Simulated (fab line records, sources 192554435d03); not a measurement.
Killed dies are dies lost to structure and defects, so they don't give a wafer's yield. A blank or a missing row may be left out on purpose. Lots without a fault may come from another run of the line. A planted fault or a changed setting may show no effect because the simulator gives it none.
Chamber matching | flow n5_finfet | N5_BEOL_M7_STRIP_67 on rie_diel-02: 4 sister chambers
The step strips in CF4. 4 wafers are shown with their chamber, then 7 later ones without.

WAFERS WITH THEIR CHAMBER
wafer  | chamber | throttle_valve_pct (%)
L077.5 | 3       | 13.69
L079.2 | 0       | 13.07
L088.1 | 2       | 13.76
L088.3 | 1       | 13.28

WAFERS WITHOUT THEIR CHAMBER
wafer  | throttle_valve_pct (%)
L088.4 | 13.72
L091.1 | 13.78
L091.5 | 13.34
L091.6 | 13.79
L093.1 | 13.73
L093.2 | 13.80
L093.4 | 13.12

WHICH CHAMBER EACH WENT THROUGH
wafer  | from the rows above     | in truth
L088.4 | can't be placed: 3 or 2 | 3
L091.1 | can't be placed: 2 or 3 | 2
L091.5 | 1                       | 1
L091.6 | can't be placed: 2 or 3 | 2
L093.1 | can't be placed: 2 or 3 | 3
L093.2 | can't be placed: 2 or 3 | 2
L093.4 | 0                       | 0
Placed correctly: 2 of 7. Can't be placed from these rows: 5 (the true chamber is among the candidates in 5). Placed wrongly: 0.
How it was worked out, from the rows above alone: a wafer's distance from a chamber is the root of the sum, over the readings, of the square of ((its reading less the chamber's mean) divided by the reading's scatter). The wafer belongs to the nearest chamber; if the next one is less than 2 further off, it can't be placed. A chamber's mean is the mean of its shown wafers. The scatter: with one shown wafer a chamber, the root of the mean of the squares of how far each hidden wafer lies from its nearest shown one.
